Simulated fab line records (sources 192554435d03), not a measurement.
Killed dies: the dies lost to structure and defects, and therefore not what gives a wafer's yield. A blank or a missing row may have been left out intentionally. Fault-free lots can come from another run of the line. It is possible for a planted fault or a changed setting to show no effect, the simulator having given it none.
Chamber matching + flow n5 finfet + N5_FIN_CUT_CUT_ETCH_27 on rie diel-06 has 4 sister chambers
The step etches SiO2 in CHF3/O2, target depth 4 nm, overetch 2 nm, time 4.9 s. 16 wafers are shown with their chamber, then 8 later ones without.

## WAFERS WITH THEIR CHAMBER
| wafer  | chamber | drypump motor current A (A) | showerhead plenum p Torr (Torr) | rf vpp V (V) |
|--------|---------|-----------------------------|---------------------------------|--------------|
| L076.1 | 0       | 5.2                         | 2.36                            | 541          |
| L076.3 | 2       | 5.6                         | 2.53                            | 522          |
| L076.6 | 2       | 5.6                         | 2.53                            | 522          |
| L081.1 | 3       | 5.6                         | 2.50                            | 523          |
| L081.3 | 1       | 6.5                         | 2.37                            | 532          |
| L081.6 | 2       | 5.6                         | 2.53                            | 524          |
| L088.2 | 2       | 5.6                         | 2.52                            | 522          |
| L088.3 | 0       | 5.1                         | 2.35                            | 538          |
| L088.5 | 1       | 6.6                         | 2.37                            | 530          |
| L089.1 | 3       | 5.6                         | 2.49                            | 522          |
| L089.3 | 0       | 5.1                         | 2.35                            | 540          |
| L089.4 | 2       | 5.6                         | 2.52                            | 523          |
| L090.4 | 3       | 5.6                         | 2.49                            | 522          |
| L090.5 | 1       | 6.5                         | 2.36                            | 531          |
| L090.6 | 2       | 5.6                         | 2.52                            | 521          |
| L091.1 | 1       | 6.5                         | 2.36                            | 530          |

SIGNATURES (means of the wafers above)
| reading                  | chamber 0 | chamber 1 | chamber 2 | chamber 3 | scatter within a chamber |
|--------------------------|-----------|-----------|-----------|-----------|--------------------------|
| drypump motor current A  | 5.133     | 6.525     | 5.600     | 5.600     | 0.0344                   |
| showerhead plenum p Torr | 2.3533    | 2.3650    | 2.5250    | 2.4933    | 0.00565                  |
| rf vpp V                 | 539.67    | 530.75    | 522.33    | 522.33    | 1.06                     |
Rule: for a wafer and a chamber, the distance is found by dividing, reading by reading, the gap between the wafer's reading and the chamber's mean by the reading's scatter, squaring, summing and taking the root. The wafer belongs to the nearest chamber; if the next one is less than 2 further off, it can't be placed. How the scatter is found: for the shown wafers, subtract from each reading the mean of its chamber, square and add these, divide the total by (wafers less chambers), then take the root.

## WAFERS MISSING THEIR CHAMBER
| wafer  | drypump motor current A (A) | showerhead plenum p Torr (Torr) | rf vpp V (V) |
|--------|-----------------------------|---------------------------------|--------------|
| L091.2 | 5.6                         | 2.49                            | 522          |
| L091.4 | 5.2                         | 2.35                            | 541          |
| L093.2 | 6.5                         | 2.36                            | 531          |
| L093.3 | 5.6                         | 2.52                            | 524          |
| L093.5 | 5.6                         | 2.52                            | 523          |
| L095.1 | 5.6                         | 2.52                            | 523          |
| L095.3 | 6.5                         | 2.36                            | 531          |
| L095.5 | 5.2                         | 2.35                            | 538          |

## CHAMBER TAKEN BY EACH
| wafer  | from the rows above | in truth |
|--------|---------------------|----------|
| L091.2 | 3                   | 3        |
| L091.4 | 0                   | 0        |
| L093.2 | 1                   | 1        |
| L093.3 | 2                   | 2        |
| L093.5 | 2                   | 2        |
| L095.1 | 2                   | 2        |
| L095.3 | 1                   | 1        |
| L095.5 | 0                   | 0        |
8 of 8 placed correctly. Left unplaced by these rows: 0. Placed wrongly: 0.
